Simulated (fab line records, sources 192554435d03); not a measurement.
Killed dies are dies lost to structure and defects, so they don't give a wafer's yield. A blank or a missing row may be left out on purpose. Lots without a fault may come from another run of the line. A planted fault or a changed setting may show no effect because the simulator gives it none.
fab line records | flow n5_finfet
record lots=6 wafers=18 last_day=17
route steps=1938 shown HKMG_FIN@431 BEOL_M4@1111
lots that met no fault: from a run of the same line without faults
start_h: hours from the record's first day to the start of the lot's first wafer shown | wait_h: hours since the lot's step before | " the same as in the row above | L1.1+2: a row that stands for several wafers | - no value, or no start given | * or withheld: withheld | < > ~ a bound
route shown NAME@n: a module of which the file shows steps, and the number in the route of the first | usual: mean/standard deviation of fault-free wafers | same: alike in all rows | chamber/n: place in a boat | sites: the reading at each site | _std_site: their standard deviation | _edge_site: outer sites' mean less inner sites' | radius_mm: how far each site lies from the wafer's centre | mask NAME#n: copy n | behind: the tool/chamber that last shaped the wafer | hold: why the lot was held/for how many hours/how that ended | device: the transistor (n, p or np) that didn't switch | end of line: the same wafers' tests at the end of the route | a step without rows: its recipe alone | killed: dies lost to structure and defects at the first sort, not the wafer's yield | map: a wafer's dies, x killed, . not, _ none there
set.NAME: the setting as run; set.NAME@STEP: as run at that earlier step | model.NAME: the simulator's own value behind a step, which no gauge read
lots at some steps of the route; a table a step, a row a wafer
services: from which hour (start_h, from the record's first day; less than 0 if before it) a tool's chamber was out of use, for how many hours, and why
## steps
# step N5_HKMG_FIN_OVL_MEAS_13
# recipe points_per_wafer=44
# usual NWFM_OVL=0.1/0.84
# columns lot.wafer tool chamber start_h wait_h NWFM_OVL[nm]
L114.1 overlay-01 0 88.63 0.0 1.6
L114.2 " 0 " " 0.0
L114.4 " 0 " " 0.3
L115.1 overlay-02 0 92.84 0.0 -0.8
L115.5 " 0 " " -0.2
L115.6 " 0 " " 0.6
L122.3 overlay-02 0 136.48 0.0 -1.5
L122.4 " 0 " " 0.7
L122.5 " 0 " " 1.2
L127.2 overlay-01 0 164.82 0.0 0.0
L127.3 " 0 " " 0.3
L127.5 " 0 " " -0.2
L129.4 overlay-02 0 177.19 0.0 0.9
L129.5 " 0 " " 1.6
L129.6 " 0 " " 1.0
L135.1 overlay-02 0 212.71 0.0 1.6
L135.2 " 0 " " 1.2
L135.5 " 0 " " -0.2
# step N5_HKMG_FIN_INSPECT_14
# recipe mode=adi inspect_instrument=macro
# usual raw_defect_count=2.1/1.6
# columns lot.wafer tool chamber start_h wait_h raw_defect_count
L114.1 defect_inspect-01 - 88.66 0.0 1
L114.2 " - " " 3
L114.4 " - " " 0
L115.1 defect_inspect-01 - 92.86 0.0 0
L115.5 " - " " 3
L115.6 " - " " 7
L122.3 defect_inspect-02 - 136.50 0.0 3
L122.4 " - " " 2
L122.5 " - " " 2
L127.2 defect_inspect-01 - 164.85 0.0 3
L127.3 " - " " 3
L127.5 " - " " 2
L129.4 defect_inspect-01 - 177.21 0.0 4
L129.5 " - " " 3
L129.6 " - " " 4
L135.1 defect_inspect-02 - 212.74 0.0 1
L135.2 " - " " 4
L135.5 " - " " 0
# step N5_HKMG_FIN_DESCUM_17
# recipe chemistry=O2 time_s=7.9 source_power_w=50 bias_power_w=20 pressure_mtorr=20 rf_frequency_hz=2.712e+07 temp_c=40 resist=CAR-ArF o2_flow_sccm=225
# usual bias_power_w=20.01/0.057 drypump_motor_current_A=5.9/0.41 oes_product_au=0.80/0.091 rf_vpp_V=243.3/1.5 showerhead_plenum_p_Torr=2.10/0.081 throttle_valve_pct=20.26/0.23
# columns lot.wafer tool chamber start_h wait_h bias_power_w drypump_motor_current_A oes_product_au rf_hours_counter_h rf_vpp_V showerhead_plenum_p_Torr throttle_valve_pct
L114.1 rie_diel-06 3 88.69 0.0 20.14 6.6 0.71 197 242.5 1.98 20.05
L114.2 " 2 " " 20.05 5.7 0.80 121 242.3 2.02 20.39
L114.4 " 2 " " 20.04 5.6 0.80 - 240.7 2.02 20.39
L115.1 rie_diel-05 2 92.90 0.0 19.95 5.8 0.70 247 243.6 2.15 20.15
L115.5 " 1 " " 20.08 5.6 0.79 - 243.0 2.19 20.12
L115.6 " 2 " " 19.97 5.8 0.70 - 242.7 2.15 20.15
L122.3 rie_diel-04 3 136.54 0.0 20.13 5.6 0.69 250 243.1 2.14 20.41
L122.4 " 2 " " 19.97 5.9 0.83 76 243.4 2.12 20.59
L122.5 " 0 " " 20.01 5.4 0.90 - 241.9 2.14 20.33
L127.2 rie_diel-04 0 164.88 0.0 19.93 5.4 0.88 48 244.5 2.13 20.34
L127.3 " 2 " " 20.09 5.9 0.82 88 243.2 2.12 20.60
L127.5 " 1 " " 20.04 6.0 0.86 - 243.4 2.13 19.97
L129.4 rie_diel-06 3 177.24 0.0 19.94 6.6 0.69 233 240.7 1.97 20.11
L129.5 " 0 " " 20.04 5.9 0.73 - 243.6 2.10 20.31
L129.6 " 3 " " 19.98 6.6 0.68 - 240.7 1.97 20.12
L135.1 rie_diel-04 0 212.77 0.0 20.03 5.4 0.86 59 243.8 2.13 20.35
L135.2 " 2 " " 20.07 5.9 0.79 105 242.3 2.11 20.63
L135.5 " 1 " " 19.96 6.0 0.84 - 243.6 2.12 19.99
# step N5_HKMG_FIN_ETCH_31
# recipe chemistry=CF4 target=SiARC target_depth_a=455 mask_material=CAR-ArF time_s=75.8 ion_energy_ev=80 pressure_mtorr=40 source_w=545 bias_w=36 Ar_flow_sccm=100 cf4_flow_sccm=100 ends=cleared
# usual cf4_flow_sccm=100.0/0.32 drypump_motor_current_A=5.9/0.41 etch_rf_on_time_s=75.7/0.89 oes_product_au=0.68/0.076 rf_vpp_V=184.2/1.2 showerhead_plenum_p_Torr=2.15/0.078 throttle_valve_pct=15.46/0.22
# columns lot.wafer tool chamber start_h wait_h cf4_flow_sccm drypump_motor_current_A etch_rf_on_time_s oes_product_au rf_hours_counter_h rf_vpp_V showerhead_plenum_p_Torr throttle_valve_pct
L114.1 rie_diel-06 3 88.73 0.0 100.2 6.6 75.7 0.61 197 182.6 2.04 15.33
L114.2 " 2 " " 100.0 5.6 76.5 0.67 121 183.2 2.07 15.57
L114.4 " 2 " " 99.9 5.6 75.9 0.68 - 184.3 2.07 15.58
L115.1 rie_diel-05 2 92.93 0.0 100.1 5.8 77.4 0.59 247 184.7 2.19 15.46
L115.5 " 1 " " 99.7 5.7 75.3 0.66 - 185.7 2.25 15.38
L115.6 " 2 " " 100.7 5.8 77.8 0.59 - 184.8 2.19 15.45
L122.3 rie_diel-04 3 136.57 0.0 100.3 5.6 75.8 0.59 250 185.5 2.19 15.68
L122.4 " 2 " " 100.1 5.9 75.1 0.71 76 183.8 2.17 15.69
L122.5 " 0 " " 100.2 5.4 76.6 0.76 - 184.9 2.18 15.47
L127.2 rie_diel-04 0 164.92 0.0 100.6 5.4 76.1 0.74 48 183.1 2.18 15.50
L127.3 " 2 " " 100.1 5.9 74.9 0.70 88 184.6 2.16 15.73
L127.5 " 1 " " 100.5 6.0 74.9 0.74 - 183.6 2.18 15.21
L129.4 rie_diel-06 3 177.28 0.0 100.0 6.6 76.0 0.59 233 182.1 2.03 15.37
L129.5 " 0 " " 99.8 5.9 75.8 0.63 - 184.7 2.14 15.45
L129.6 " 3 " " 100.3 6.6 75.8 0.59 - 181.7 2.03 15.36
L135.1 rie_diel-04 0 212.81 0.0 100.0 5.4 77.3 0.73 59 184.8 2.18 15.52
L135.2 " 2 " " 100.1 5.9 75.7 0.68 105 185.9 2.16 15.76
L135.5 " 1 " " 99.7 6.0 75.9 0.71 - 184.0 2.17 15.24
# step N5_HKMG_FIN_ETCH_32
# recipe chemistry=N2/H2 target=SOC target_depth_a=2400 temp_c=40 time_s=300 ion_energy_ev=200 mask_material=SiARC pressure_mtorr=30 source_w=840 bias_w=150 n2_flow_sccm=200 h2_flow_sccm=200
# step N5_HKMG_FIN_STRIP_33
# recipe chemistry=N2/H2 temp_c=40 n2_flow_sccm=200 h2_flow_sccm=200 rf_frequency_hz=6e+07
# step N5_HKMG_FIN_STRIP_34
# recipe chemistry=CF4 resist=SiARC power_w=300 bias_power_w=75 pressure_mtorr=50 cf4_flow_sccm=150 rf_frequency_hz=6e+07
# usual bias_power_w=75.02/0.22 cf4_flow_sccm=150.0/0.45 drypump_motor_current_A=5.9/0.41 oes_product_au=0.79/0.085 rf_vpp_V=271.5/1.6 showerhead_plenum_p_Torr=1.80/0.065 throttle_valve_pct=13.45/0.22
# columns lot.wafer tool chamber start_h wait_h bias_power_w cf4_flow_sccm drypump_motor_current_A oes_product_au rf_hours_counter_h rf_vpp_V showerhead_plenum_p_Torr throttle_valve_pct
L114.1 rie_diel-06 3 88.97 0.0 75.05 150.3 6.6 0.70 198 267.3 1.71 13.34
L114.2 " 2 " " 75.16 150.2 5.6 0.78 121 269.6 1.73 13.54
L114.4 " 2 " " 75.13 150.7 5.7 0.78 - 269.2 1.73 13.54
L115.1 rie_diel-05 2 93.18 0.0 75.30 150.3 5.8 0.70 247 272.5 1.84 13.51
L115.5 " 1 " " 74.92 150.1 5.6 0.77 - 273.1 1.88 13.34
L115.6 " 2 " " 75.56 149.1 5.8 0.70 - 271.4 1.84 13.52
L122.3 rie_diel-04 3 136.82 0.0 74.99 149.4 5.6 0.68 250 271.4 1.83 13.71
L122.4 " 2 " " 75.28 151.3 5.9 0.81 76 271.2 1.81 13.64
L122.5 " 0 " " 75.12 149.4 5.4 0.88 - 273.5 1.83 13.43
L127.2 rie_diel-04 0 165.16 0.0 75.11 149.4 5.4 0.86 48 271.3 1.83 13.46
L127.3 " 2 " " 75.47 150.2 6.0 0.81 89 271.4 1.81 13.66
L127.5 " 1 " " 74.73 150.1 6.0 0.84 - 272.3 1.83 13.16
L129.4 rie_diel-06 3 177.53 0.0 74.78 150.2 6.6 0.68 234 267.6 1.70 13.42
L129.5 " 0 " " 75.11 150.3 5.9 0.73 - 272.4 1.79 13.47
L129.6 " 3 " " 74.82 150.2 6.6 0.67 - 270.1 1.70 13.42
L135.1 rie_diel-04 0 213.05 0.0 74.84 149.7 5.4 0.84 59 271.9 1.82 13.46
L135.2 " 2 " " 75.31 149.7 5.9 0.78 105 271.7 1.81 13.72
L135.5 " 1 " " 74.83 149.6 6.0 0.83 - 271.5 1.82 13.21
# step N5_HKMG_FIN_ETCH_35
# recipe chemistry=N2/H2 target=SOC target_depth_a=2158 ion_energy_ev=65 bias_w=5 source_w=3000 time_s=243.4 pressure_mtorr=30 n2_flow_sccm=200 h2_flow_sccm=200
# step N5_HKMG_FIN_STRIP_92
# recipe chemistry=N2/H2 material=SOC time_s=20 power_w=500 temp_c=40 pressure_mtorr=50 rf_frequency_hz=6e+07 bias_power_w=8 h2_frac=0.5 n2_flow_sccm=300 h2_flow_sccm=300
# step N5_HKMG_FIN_WET_ETCH_18
# recipe chemistry=SC1 target=TiN mix=1:1:5 temp_c=* time_s=55 target_depth_nm=5.2 dry=ipa_marangoni rinse_time_s=30 rinse_temp_c=23
# step N5_HKMG_FIN_STRIP_19
# recipe chemistry=N2/H2 power_w=2500 temp_c=300 h2_frac=0.65 time_s=360 pressure_mtorr=withheld n2_flow_sccm=1750 h2_flow_sccm=3250
# usual drypump_motor_current_A=5.9/0.45 h2_flow_sccm=3249/10 heater_power_w=519/36
# columns lot.wafer tool chamber start_h wait_h drypump_motor_current_A h2_flow_sccm heater_power_w rf_hours_counter_h
L114.1 plasma_asher-02 0 89.29 0.0 5.5 3240 543 77
L114.2 " 1 " " 6.2 3256 526 77
L114.4 " 0 " " 5.4 3227 554 -
L115.1 plasma_asher-02 1 93.49 0.0 6.2 3268 532 78
L115.5 " 1 " " 6.2 3262 522 -
L115.6 " 0 " " 5.5 3250 556 -
L122.3 plasma_asher-02 0 137.25 0.1 5.5 3246 535 -
L122.4 " 1 " " 6.2 3249 527 -
L122.5 " 1 " " 6.2 3260 532 -
L127.2 plasma_asher-01 1 165.48 0.0 5.5 3246 448 67
L127.3 " 0 " " 6.6 3231 520 -
L127.5 " 0 " " 6.6 3237 525 -
L129.4 plasma_asher-02 0 177.96 0.1 5.5 3246 540 -
L129.5 " 0 " " 5.4 3240 542 -
L129.6 " 1 " " 6.1 3239 519 -
L135.1 plasma_asher-02 1 213.37 0.0 6.1 3251 533 101
L135.2 " 0 " " 5.5 3245 536 101
L135.5 " 1 " " 6.1 3241 534 -
# step N5_HKMG_FIN_ALD_91
# recipe material=TiN target_thk_a=10 temp_c=400 ald_precursor_family=TiCl4 ald_co_reactant=NH3 pulse_time_s=1 purge_time_s=3 co_reactant_purge_time_s=2 co_reactant_pulse_time_s=2 ald_cycles=47 pressure_torr=3
# step N5_HKMG_FIN_COAT_85
# recipe resist=SOC temp_c=250 time_s=60 spin_rpm=1500 resist_thk_nm=300
# usual spin_speed_rpm=1500.0/1.1
# columns lot.wafer tool chamber start_h wait_h spin_speed_rpm model.SOC_of_HKMG_FIN_COAT_85.thk_nm
L114.1 litho_track-05 0 89.95 0.2 1501.1 300.6
L114.2 " 0 " " 1500.9 300
L114.4 " 0 " " 1499.8 301.8
L115.1 litho_track-02 0 94.15 0.2 1500.3 300.6
L115.5 " 0 " " 1501.6 300.6
L115.6 " 0 " " 1501.3 301
L122.3 litho_track-02 0 137.80 0.2 1462.8 303
L122.4 " 0 " " 1461.1 303.8
L122.5 " 0 " " 1461.0 302.6
L127.2 litho_track-02 0 166.14 0.2 1460.2 303.2
L127.3 " 0 " " 1460.7 304
L127.5 " 0 " " 1462.6 304.2
L129.4 litho_track-01 0 178.51 0.2 1499.7 300
L129.5 " 0 " " 1500.2 300
L129.6 " 0 " " 1499.6 299.6
L135.1 litho_track-01 0 214.03 0.2 1498.6 299.8
L135.2 " 0 " " 1499.2 301
L135.5 " 0 " " 1499.7 300.6
# step N5_HKMG_FIN_ETCH_86
# recipe chemistry=N2/H2 target=SOC target_depth_a=3932 stop_on=TiN ion_energy_ev=100 bias_w=61 pressure_mtorr=30 source_w=850 n2_flow_sccm=200 h2_flow_sccm=200
# usual drypump_motor_current_A=5.8/0.37 h2_flow_sccm=200.0/0.5 oes_product_au=0.80/0.087 rf_vpp_V=241.4/1.3 showerhead_plenum_p_Torr=2.58/0.083 throttle_valve_pct=17.67/0.27
# columns lot.wafer tool chamber start_h wait_h drypump_motor_current_A h2_flow_sccm oes_product_au rf_hours_counter_h rf_vpp_V showerhead_plenum_p_Torr throttle_valve_pct
L114.1 rie_diel-04 3 90.33 - 5.6 200.0 0.69 232 243.9 2.61 17.79
L114.2 " 0 " " 5.4 200.5 0.92 17 241.1 2.59 17.52
L114.4 " 2 " " 6.0 199.9 0.84 58 242.2 2.59 17.96
L115.1 rie_diel-05 2 94.22 - 5.8 200.5 0.69 247 241.6 2.61 17.54
L115.5 " 0 " " 5.1 199.7 0.69 - 239.1 2.41 18.21
L115.6 " 1 " " 5.6 199.6 0.77 - 242.5 2.67 17.52
L122.3 rie_diel-04 1 138.10 - 6.0 200.5 0.87 42 241.3 2.59 17.33
L122.4 " 1 " " 6.0 200.8 0.87 - 240.4 2.59 17.32
L122.5 " 0 " " 5.4 199.8 0.89 - 241.7 2.58 17.57
L127.2 rie_diel-06 3 166.20 - 6.6 199.2 0.68 229 240.5 2.41 17.58
L127.3 " 0 " " 5.9 200.4 0.74 149 240.1 2.54 17.62
L127.5 " 2 " " 5.7 201.1 0.76 - 240.3 2.44 17.81
L129.4 rie_diel-05 3 178.58 - 5.9 199.9 0.67 241 241.5 2.51 17.99
L129.5 " 1 " " 5.7 199.8 0.73 - 242.4 2.66 17.59
L129.6 " 0 " " 5.1 199.4 0.90 - 243.0 2.72 17.84
L135.1 rie_diel-05 1 214.09 - 5.6 200.8 0.72 149 241.9 2.65 17.60
L135.2 " 2 " " 5.8 199.9 0.88 34 242.6 2.59 17.17
L135.5 " 2 " " 5.8 200.3 0.88 - 241.9 2.59 17.18
# step N5_BEOL_M4_RC_MEAS_101
# usual DIBL_N=36.3/1.4 DIBL_P=36.2/1.5 IOFF_N=0.160/0.021 IOFF_P=0.211/0.027 ION_N=676/7.7 ION_P=463/5.5 SS_N=71.4/0.57 SS_P=73.3/0.58 VT_N=249.3/2.5 VT_P=-250.1/2.6
# columns lot.wafer tool chamber start_h wait_h DIBL_N[mV/V] DIBL_P[mV/V] IOFF_N[nA/um] IOFF_P[nA/um] ION_N[uA/um] ION_P[uA/um] SS_N[mV/dec] SS_P[mV/dec] VT_N[mV] VT_P[mV]
L115.1 prober-02 0 183.55 0.0 39.3 40.3 0.204 0.276 684 468 72.2 74.4 247.3 -245.4
L115.5 " 0 " " 37.5 37.0 0.157 0.220 679 463 71.8 74.5 250.5 -245.8
L115.6 " 0 " " 37.5 37.4 0.174 0.225 678 458 71.0 74.0 248.4 -248.4
L114.1 prober-01 0 186.17 0.0 35.0 34.9 0.153 0.194 679 465 71.6 73.1 251.5 -250.2
L114.2 " 0 " " 38.0 39.2 0.222 0.272 688 474 72.5 73.7 245.6 -248.3
L114.4 " 0 " " 36.8 37.9 0.192 0.233 690 462 71.9 73.1 247.1 -247.0
L122.3 prober-01 0 245.09 0.3 35.3 35.3 0.138 0.194 680 466 70.9 72.7 251.1 -250.0
L122.4 " 0 " " 36.2 36.0 0.149 0.209 673 462 71.2 73.4 249.0 -248.5
L122.5 " 0 " " 36.6 36.2 0.152 0.203 666 458 71.2 73.4 251.2 -249.7
L127.2 prober-02 0 260.93 0.2 38.2 36.8 0.173 0.255 680 475 72.0 73.2 246.5 -247.3
L127.3 " 0 " " 39.0 37.5 0.184 0.272 672 468 72.5 73.5 247.7 -243.9
L127.5 " 0 " " 36.9 35.7 0.155 0.238 669 465 71.5 73.7 249.3 -247.5
L129.4 prober-02 0 266.12 0.5 35.7 34.3 0.151 0.187 678 461 71.4 73.4 248.5 -252.5
L129.5 " 0 " " 36.9 36.2 0.186 0.221 687 465 71.2 73.2 245.8 -249.5
L129.6 " 0 " " 35.0 33.3 0.149 0.179 677 460 70.6 72.4 249.8 -250.6
L135.1 prober-01 0 313.17 0.0 35.4 35.1 0.131 0.199 674 464 71.6 72.8 253.6 -252.5
L135.2 " 0 " " 39.0 38.7 0.198 0.253 678 463 72.7 73.9 248.9 -249.4
L135.5 " 0 " " 35.8 35.4 0.136 0.192 668 455 72.0 72.1 253.2 -252.4
## services
# columns tool chamber start_h hours kind
plasma_asher-01 - 87.39 0.8 repair
rie_diel-04 1 104.02 9.3 repair
rie_diel-05 2 104.20 - clean
rie_diel-05 2 104.20 - consumable_replace:focus_ring
rie_diel-05 2 104.20 12.5 scheduled_down
rie_diel-05 2 104.20 12.5 vent_cycle
rie_diel-05 0 116.69 - clean
rie_diel-05 0 116.69 - consumable_replace:focus_ring
rie_diel-05 0 116.69 - consumable_replace:showerhead
rie_diel-05 0 116.69 19.2 scheduled_down
rie_diel-05 0 116.69 19.2 vent_cycle
rie_diel-05 2 132.80 6.0 repair
rie_diel-04 3 137.04 - clean
rie_diel-04 3 137.04 - consumable_replace:focus_ring
rie_diel-04 3 137.04 17.2 scheduled_down
rie_diel-04 3 137.04 17.2 vent_cycle
rie_diel-05 3 204.47 - clean
rie_diel-05 3 204.47 - consumable_replace:focus_ring
rie_diel-05 3 204.47 40.2 scheduled_down
rie_diel-05 3 204.47 40.2 vent_cycle
## key
first_sign step=N5_HKMG_FIN_COAT_85 reading=spin_speed_rpm direction=down sigmas=34 usual=* struck=*
effect none on later readings
model_effect step=N5_HKMG_FIN_COAT_85 value=SOC_of_HKMG_FIN_COAT_85.thk_nm without=299.6 struck=303.5
met_at N5_HKMG_FIN_COAT_85
struck_wafers L122.3,L122.4,L122.5,L127.2,L127.3,L127.5
onset_between 94.15 137.80
fault kind=process_parameter_drift tool=litho_track-02 chamber=- onset_h=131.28 steps=N5_HKMG_FIN_COAT_85 channel=spin_rpm offset=* shape=step end_h=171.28 acts_in=* stated=*
